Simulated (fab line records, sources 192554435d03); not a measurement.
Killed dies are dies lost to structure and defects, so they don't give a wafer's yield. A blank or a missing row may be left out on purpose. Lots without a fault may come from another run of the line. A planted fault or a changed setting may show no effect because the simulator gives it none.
Which tool did it? | flow n5_finfet | 23 lots, 69 wafers sampled, at 6 steps of a route of 1938

WHAT THE GAUGES READ, wafer by wafer
N5_BEOL_M14_INSPECT_12: inspects for defects (macro).
lot  | measured     | on                | raw_defect_count
L074 | day 11 02:03 | defect_inspect-02 | 2 1 1
L077 | day 12 01:02 | defect_inspect-02 | 5 5 0
L076 | day 12 03:00 | defect_inspect-01 | 1 6 1
L075 | day 12 08:06 | defect_inspect-02 | 4 1 3
L078 | day 12 19:24 | defect_inspect-02 | 2 2 1
L080 | day 13 11:54 | defect_inspect-02 | 2 2 4
L082 | day 13 16:26 | defect_inspect-01 | 3 2 2
L079 | day 13 17:24 | defect_inspect-01 | 4 2 0
L081 | day 13 19:53 | defect_inspect-02 | 2 2 1
L083 | day 13 20:27 | defect_inspect-01 | 1 5 2
L085 | day 14 19:08 | defect_inspect-01 | 4 4 1
L084 | day 14 20:04 | defect_inspect-02 | 2 3 4
L086 | day 15 05:42 | defect_inspect-02 | 2 2 4
L089 | day 15 07:44 | defect_inspect-01 | 4 2 2
L087 | day 15 08:17 | defect_inspect-02 | 2 4 2
L088 | day 15 09:13 | defect_inspect-01 | 4 3 2
L090 | day 15 10:48 | defect_inspect-01 | 2 1 4
L091 | day 15 19:49 | defect_inspect-02 | 2 1 4
L092 | day 16 07:23 | defect_inspect-01 | 1 2 2
L093 | day 16 19:11 | defect_inspect-02 | 3 5 1
L095 | day 17 09:41 | defect_inspect-02 | 1 3 3
L094 | day 17 13:15 | defect_inspect-01 | 1 3 2
L097 | day 18 06:20 | defect_inspect-01 | 3 5 3

N5_BEOL_M15_INSPECT_30: inspects for defects (macro).
lot  | measured     | on                | raw_defect_count
L074 | day 11 09:15 | defect_inspect-02 | 2 2 1
L077 | day 12 10:07 | defect_inspect-02 | 4 1 0
L076 | day 12 10:34 | defect_inspect-02 | 3 2 1
L075 | day 12 15:56 | defect_inspect-01 | 3 3 4
L078 | day 13 02:44 | defect_inspect-02 | 2 0 5
L080 | day 13 18:28 | defect_inspect-01 | 1 2 2
L082 | day 13 22:42 | defect_inspect-01 | 4 5 0
L079 | day 13 23:52 | defect_inspect-02 | 2 1 2
L081 | day 14 02:13 | defect_inspect-01 | 4 4 2
L083 | day 14 02:49 | defect_inspect-01 | 5 2 2
L085 | day 15 07:59 | defect_inspect-02 | 4 1 1
L084 | day 15 08:34 | defect_inspect-02 | 6 1 2
L086 | day 15 12:20 | defect_inspect-01 | 0 0 1
L089 | day 15 15:38 | defect_inspect-01 | 0 3 0
L087 | day 15 15:10 | defect_inspect-01 | 2 1 1
L088 | day 15 16:16 | defect_inspect-01 | 4 0 3
L090 | day 15 17:35 | defect_inspect-01 | 4 1 4
L091 | day 16 03:39 | defect_inspect-02 | 0 1 2
L092 | day 16 14:23 | defect_inspect-01 | 2 2 1
L093 | day 17 02:25 | defect_inspect-01 | 3 3 2
L095 | day 17 16:10 | defect_inspect-01 | 0 4 2
L094 | day 17 23:46 | defect_inspect-01 | 1 3 4
L097 | day 18 15:01 | defect_inspect-02 | 3 1 2

WHICH TOOL RAN EACH LOT (tool, then ch and the chambers of the sampled wafers, then the start)
lot  | N5_BEOL_M14_ILD_DEP_00          | N5_BEOL_M14_ETCH_59                | N5_BEOL_M14_DESCUM_33              | N5_BEOL_M14_ETCH_67
L074 | pecvd-04 ch 1,2, day 11 01:23   | rie_diel-02 ch 0,2,3, day 11 02:07 | rie_diel-02 ch 0,2, day 11 02:56   | rie_diel-02 ch 0,2, day 11 02:58
L077 | pecvd-02 ch 0,1,2, day 12 00:29 | rie_diel-06 ch 1,2,3, day 12 01:07 | rie_diel-01 ch 2,3, day 12 02:03   | rie_diel-01 ch 2,3, day 12 02:05
L076 | pecvd-03 ch 0,2, day 12 02:22   | rie_diel-06 ch 1,3, day 12 03:04   | rie_diel-06 ch 0,2, day 12 04:07   | rie_diel-06 ch 0,2, day 12 04:09
L075 | pecvd-02 ch 0,2, day 12 07:33   | rie_diel-06 ch 0,1,2, day 12 08:10 | rie_diel-06 ch 1,3, day 12 09:07   | rie_diel-06 ch 1,3, day 12 09:08
L078 | pecvd-02 ch 0,1, day 12 18:44   | rie_diel-01 ch 0,1,3, day 12 19:30 | rie_diel-06 ch 0,1, day 12 20:29   | rie_diel-06 ch 0,1, day 12 20:31
L080 | pecvd-02 ch 0, day 13 11:16     | rie_diel-06 ch 0,2, day 13 12:04   | rie_diel-01 ch 0,1,2, day 13 12:57 | rie_diel-01 ch 0,1,2, day 13 12:59
L082 | pecvd-02 ch 0,2, day 13 15:45   | rie_diel-06 ch 1,2,3, day 13 16:30 | rie_diel-01 ch 0,1,2, day 13 17:26 | rie_diel-01 ch 0,1,2, day 13 17:28
L079 | pecvd-02 ch 0,2, day 13 16:44   | rie_diel-02 ch 1,3, day 13 17:28   | rie_diel-06 ch 0,2,3, day 13 18:25 | rie_diel-06 ch 0,2,3, day 13 18:26
L081 | pecvd-02 ch 0,1,2, day 13 19:12 | rie_diel-02 ch 2,3, day 13 20:03   | rie_diel-02 ch 1,3, day 13 21:08   | rie_diel-02 ch 1,3, day 13 21:11
L083 | pecvd-03 ch 0,1, day 13 19:46   | rie_diel-01 ch 0,1,2, day 13 20:49 | rie_diel-02 ch 0,1,2, day 13 21:46 | rie_diel-02 ch 0,1,2, day 13 21:48
L085 | pecvd-04 ch 0,2, day 14 18:28   | rie_diel-06 ch 1,2, day 14 19:13   | rie_diel-02 ch 0,3, day 14 20:10   | rie_diel-02 ch 0,3, day 14 20:12
L084 | pecvd-04 ch 0,1,2, day 14 19:31 | rie_diel-06 ch 2,3, day 14 20:18   | rie_diel-02 ch 2,3, day 14 21:16   | rie_diel-02 ch 2,3, day 14 21:19
L086 | pecvd-04 ch 1,2, day 15 05:09   | rie_diel-01 ch 1,2, day 15 05:58   | rie_diel-06 ch 1,2,3, day 15 06:55 | rie_diel-06 ch 1,2,3, day 15 06:56
L089 | pecvd-03 ch 0,2, day 15 07:03   | rie_diel-06 ch 1,2, day 15 07:48   | rie_diel-02 ch 0,1, day 15 08:41   | rie_diel-02 ch 0,1, day 15 08:43
L087 | pecvd-02 ch 0,1, day 15 07:32   | rie_diel-06 ch 1,3, day 15 08:22   | rie_diel-02 ch 0,1,3, day 15 09:18 | rie_diel-02 ch 0,1,3, day 15 09:20
L088 | pecvd-04 ch 0,1,2, day 15 08:40 | rie_diel-06 ch 1,3, day 15 09:17   | rie_diel-06 ch 1,2, day 15 10:07   | rie_diel-06 ch 1,2, day 15 10:08
L090 | pecvd-04 ch 0,1, day 15 10:15   | rie_diel-06 ch 2,3, day 15 10:52   | rie_diel-02 ch 0,3, day 15 11:47   | rie_diel-02 ch 0,3, day 15 11:49
L091 | pecvd-02 ch 1,2, day 15 19:08   | rie_diel-01 ch 0,1,2, day 15 19:53 | rie_diel-01 ch 0,1, day 15 20:41   | rie_diel-01 ch 0,1, day 15 20:43
L092 | pecvd-03 ch 0,1,2, day 16 06:43 | rie_diel-06 ch 1,3, day 16 07:32   | rie_diel-06 ch 0,1,3, day 16 08:29 | rie_diel-06 ch 0,1,3, day 16 08:31
L093 | pecvd-04 ch 0,1, day 16 18:38   | rie_diel-01 ch 0,1,2, day 16 19:16 | rie_diel-01 ch 0,2, day 16 20:05   | rie_diel-01 ch 0,2, day 16 20:07
L095 | pecvd-02 ch 0,2, day 17 08:56   | rie_diel-02 ch 0,2, day 17 09:45   | rie_diel-01 ch 0,1, day 17 10:41   | rie_diel-01 ch 0,1, day 17 10:43
L094 | pecvd-02 ch 0,2, day 17 12:42   | rie_diel-02 ch 0,2, day 17 13:27   | rie_diel-06 ch 0,1,2, day 17 14:23 | rie_diel-06 ch 0,1,2, day 17 14:26
L097 | pecvd-02 ch 0,1,2, day 18 05:47 | rie_diel-02 ch 0,2, day 18 06:24   | rie_diel-02 ch 0,1, day 18 07:23   | rie_diel-02 ch 0,1, day 18 07:25
- N5_BEOL_M14_ILD_DEP_00: deposits SiO2 from TEOS/O2, target thk 1119.3 nm, time 237.4 s.
- N5_BEOL_M14_ETCH_59: etches BARC in N2/H2, target depth 89 nm, overetch 26.7 nm, time 67.9 s.
- N5_BEOL_M14_DESCUM_33: chemistry O2, time 7.9 s.
- N5_BEOL_M14_ETCH_67: etches SiARC in CF4, target depth 143 nm, time 238.3 s.

WHAT THE TOOLS THEMSELVES READ (means of the sampled wafers that have a number; where no wafer has one, the mark that the record gives instead)
N5_BEOL_M14_ILD_DEP_00.
lot  | tool     | heater_power_w (W) | showerhead_plenum_p_Torr (Torr) | throttle_valve_pct (%)
L074 | pecvd-04 | 531                | 8.33                            | 19.1
L077 | pecvd-02 | 454                | 8.33                            | 17.8
L076 | pecvd-03 | 550                | 8.35                            | 18.7
L075 | pecvd-02 | 509                | 8.34                            | 17.7
L078 | pecvd-02 | 501                | 8.32                            | 17.9
L080 | pecvd-02 | 503                | 8.33                            | 18.3
L082 | pecvd-02 | 528                | 8.33                            | 17.8
L079 | pecvd-02 | 485                | 8.34                            | 17.9
L081 | pecvd-02 | 544                | 8.33                            | 17.9
L083 | pecvd-03 | 538                | 8.34                            | 18.8
L085 | pecvd-04 | 413                | 8.33                            | 17.6
L084 | pecvd-04 | 455                | 8.32                            | 18.4
L086 | pecvd-04 | 480                | 8.34                            | 18.4
L089 | pecvd-03 | 529                | 8.33                            | 18.7
L087 | pecvd-02 | 540                | 8.32                            | 18.1
L088 | pecvd-04 | 490                | 8.33                            | 18.3
L090 | pecvd-04 | 533                | 8.31                            | 19.2
L091 | pecvd-02 | 526                | 8.32                            | 17.8
L092 | pecvd-03 | 546                | 8.36                            | 18.3
L093 | pecvd-04 | 559                | 8.30                            | 19.1
L095 | pecvd-02 | 511                | 8.35                            | 17.9
L094 | pecvd-02 | 462                | 8.33                            | 18.3
L097 | pecvd-02 | 469                | 8.31                            | 17.7

N5_BEOL_M14_ETCH_59.
lot  | tool        | drypump_motor_current_A (A) | oes_product_au (a.u.) | rf_vpp_V (V) | showerhead_plenum_p_Torr (Torr) | throttle_valve_pct (%)
L074 | rie_diel-02 | 5.5                         | 0.62                  | 522.8        | 2.49                            | 18.24
L077 | rie_diel-06 | 5.4                         | 0.66                  | 523.1        | 2.51                            | 17.96
L076 | rie_diel-06 | 5.4                         | 0.74                  | 521.7        | 2.46                            | 17.86
L075 | rie_diel-06 | 5.2                         | 0.65                  | 525.4        | 2.56                            | 17.97
L078 | rie_diel-01 | 5.7                         | 0.67                  | 523.4        | 2.54                            | 17.93
L080 | rie_diel-06 | 5.2                         | 0.59                  | 526.1        | 2.60                            | 18.15
L082 | rie_diel-06 | 5.4                         | 0.65                  | 522.9        | 2.50                            | 17.98
L079 | rie_diel-02 | 5.2                         | 0.62                  | 524.1        | 2.56                            | 18.15
L081 | rie_diel-02 | 5.2                         | 0.60                  | 523.5        | 2.55                            | 18.48
L083 | rie_diel-01 | 5.7                         | 0.68                  | 524.2        | 2.56                            | 17.95
L085 | rie_diel-06 | 5.2                         | 0.69                  | 522.5        | 2.52                            | 17.84
L084 | rie_diel-06 | 5.4                         | 0.58                  | 522.8        | 2.54                            | 18.11
L086 | rie_diel-01 | 5.7                         | 0.66                  | 523.3        | 2.54                            | 18.04
L089 | rie_diel-06 | 5.1                         | 0.63                  | 523.7        | 2.56                            | 17.95
L087 | rie_diel-06 | 5.7                         | 0.65                  | 520.5        | 2.44                            | 18.08
L088 | rie_diel-06 | 5.4                         | 0.70                  | 520.8        | 2.45                            | 17.90
L090 | rie_diel-06 | 5.7                         | 0.59                  | 521.7        | 2.48                            | 18.17
L091 | rie_diel-01 | 5.7                         | 0.67                  | 524.8        | 2.55                            | 17.99
L092 | rie_diel-06 | 5.7                         | 0.64                  | 520.0        | 2.44                            | 18.09
L093 | rie_diel-01 | 5.8                         | 0.66                  | 524.7        | 2.54                            | 18.01
L095 | rie_diel-02 | 5.9                         | 0.67                  | 523.1        | 2.50                            | 17.96
L094 | rie_diel-02 | 5.6                         | 0.72                  | 525.0        | 2.60                            | 17.99
L097 | rie_diel-02 | 5.9                         | 0.65                  | 522.9        | 2.50                            | 17.97

N5_BEOL_M14_DESCUM_33.
lot  | tool        | drypump_motor_current_A (A) | o2_flow_sccm (sccm) | oes_product_au (a.u.) | rf_vpp_V (V) | showerhead_plenum_p_Torr (Torr) | throttle_valve_pct (%)
L074 | rie_diel-02 | 5.6                         | 225.0               | 0.71                  | 241.0        | 1.99                            | 20.74
L077 | rie_diel-01 | 5.7                         | 225.3               | 0.75                  | 242.9        | 2.09                            | 20.63
L076 | rie_diel-06 | 5.1                         | 224.9               | 0.68                  | 244.3        | 2.15                            | 20.63
L075 | rie_diel-06 | 5.7                         | 224.8               | 0.79                  | 242.0        | 2.00                            | 20.43
L078 | rie_diel-06 | 5.2                         | 225.4               | 0.75                  | 243.7        | 2.12                            | 20.74
L080 | rie_diel-01 | 5.7                         | 225.3               | 0.79                  | 242.4        | 2.10                            | 20.52
L082 | rie_diel-01 | 5.7                         | 225.0               | 0.79                  | 243.7        | 2.10                            | 20.53
L079 | rie_diel-06 | 5.4                         | 225.3               | 0.69                  | 243.2        | 2.09                            | 20.69
L081 | rie_diel-02 | 5.2                         | 224.8               | 0.72                  | 244.0        | 2.12                            | 20.75
L083 | rie_diel-02 | 5.5                         | 225.2               | 0.71                  | 242.3        | 2.02                            | 20.64
L085 | rie_diel-02 | 5.4                         | 225.0               | 0.70                  | 243.1        | 2.11                            | 20.83
L084 | rie_diel-02 | 5.2                         | 225.1               | 0.69                  | 242.2        | 2.04                            | 21.01
L086 | rie_diel-06 | 5.4                         | 225.1               | 0.75                  | 242.1        | 2.04                            | 20.43
L089 | rie_diel-02 | 5.9                         | 224.8               | 0.72                  | 241.0        | 2.02                            | 20.45
L087 | rie_diel-02 | 5.5                         | 225.0               | 0.71                  | 242.5        | 2.08                            | 20.68
L088 | rie_diel-06 | 5.2                         | 225.4               | 0.80                  | 242.8        | 2.06                            | 20.32
L090 | rie_diel-02 | 5.8                         | 225.3               | 0.72                  | 242.1        | 2.04                            | 20.59
L091 | rie_diel-01 | 5.7                         | 225.8               | 0.80                  | 242.9        | 2.10                            | 20.44
L092 | rie_diel-06 | 5.4                         | 225.5               | 0.85                  | 242.5        | 2.05                            | 20.46
L093 | rie_diel-01 | 5.7                         | 224.8               | 0.74                  | 242.2        | 2.09                            | 20.68
L095 | rie_diel-01 | 5.8                         | 225.2               | 0.77                  | 243.5        | 2.09                            | 20.54
L094 | rie_diel-06 | 5.2                         | 224.5               | 0.91                  | 243.2        | 2.10                            | 20.32
L097 | rie_diel-02 | 5.8                         | 224.9               | 0.70                  | 241.7        | 2.01                            | 20.49

N5_BEOL_M14_ETCH_67.
lot  | tool        | cf4_flow_sccm (sccm) | drypump_motor_current_A (A) | etch_rf_on_time_s (s) | oes_product_au (a.u.) | rf_vpp_V (V) | showerhead_plenum_p_Torr (Torr) | throttle_valve_pct (%)
L074 | rie_diel-02 | 100.1                | 5.6                         | 240                   | 0.61                  | 182.6        | 2.04                            | 15.98
L077 | rie_diel-01 | 100.4                | 5.6                         | 235                   | 0.65                  | 183.5        | 2.14                            | 15.81
L076 | rie_diel-06 | 100.0                | 5.1                         | 242                   | 0.58                  | 184.5        | 2.20                            | 15.91
L075 | rie_diel-06 | 100.4                | 5.7                         | 235                   | 0.68                  | 183.0        | 2.07                            | 15.72
L078 | rie_diel-06 | 100.5                | 5.2                         | 242                   | 0.65                  | 184.1        | 2.17                            | 15.87
L080 | rie_diel-01 | 100.1                | 5.7                         | 244                   | 0.67                  | 183.7        | 2.15                            | 15.70
L082 | rie_diel-01 | 100.0                | 5.7                         | 240                   | 0.67                  | 184.2        | 2.15                            | 15.71
L079 | rie_diel-06 | 99.6                 | 5.4                         | 242                   | 0.59                  | 184.3        | 2.15                            | 15.94
L081 | rie_diel-02 | 100.2                | 5.2                         | 241                   | 0.61                  | 184.1        | 2.15                            | 15.85
L083 | rie_diel-02 | 100.2                | 5.5                         | 240                   | 0.61                  | 183.3        | 2.07                            | 15.85
L085 | rie_diel-02 | 100.0                | 5.5                         | 243                   | 0.60                  | 184.7        | 2.15                            | 15.96
L084 | rie_diel-02 | 99.9                 | 5.2                         | 240                   | 0.59                  | 184.3        | 2.08                            | 16.19
L086 | rie_diel-06 | 100.0                | 5.4                         | 236                   | 0.64                  | 183.8        | 2.11                            | 15.76
L089 | rie_diel-02 | 99.9                 | 5.8                         | 240                   | 0.61                  | 183.6        | 2.07                            | 15.70
L087 | rie_diel-02 | 100.2                | 5.5                         | 241                   | 0.61                  | 184.1        | 2.12                            | 15.84
L088 | rie_diel-06 | 100.0                | 5.2                         | 236                   | 0.69                  | 184.2        | 2.13                            | 15.65
L090 | rie_diel-02 | 99.7                 | 5.8                         | 238                   | 0.61                  | 182.6        | 2.09                            | 15.83
L091 | rie_diel-01 | 99.9                 | 5.7                         | 241                   | 0.68                  | 183.6        | 2.15                            | 15.67
L092 | rie_diel-06 | 100.2                | 5.4                         | 234                   | 0.73                  | 183.8        | 2.11                            | 15.67
L093 | rie_diel-01 | 100.2                | 5.7                         | 242                   | 0.63                  | 183.9        | 2.13                            | 15.82
L095 | rie_diel-01 | 100.1                | 5.7                         | 241                   | 0.65                  | 184.6        | 2.14                            | 15.74
L094 | rie_diel-06 | 99.9                 | 5.2                         | 232                   | 0.78                  | 183.3        | 2.16                            | 15.53
L097 | rie_diel-02 | 99.7                 | 5.8                         | 242                   | 0.60                  | 183.7        | 2.06                            | 15.74

THE ANSWER, worked out from the rows above alone
Rule: what is usual is taken from the lots themselves. Put in order of their means at a reading, lots are off if they are a third of the lots or fewer, leave a main group of 4 or more, and stand apart from it by a gap of 3 or more times the standard deviation of the main group's means; of several such gaps the widest counts. A main group whose means are all the same, to the digits that the tables above print for the reading, isn't used. A lot without any number at a reading at which 4 lots or more have one is off too. The other lots that the step has rows for count as sound. The gauges are gone through in route order, then the tools' own readings, and for those a lot's mean is taken as printed above. The first step at which some lot is off is used, and at that step the reading that is off furthest; a lot without a number counts as furthest.
No lot is off at any reading shown: from this, nothing can be told.

WHAT THE SIMULATOR HAD PUT IN
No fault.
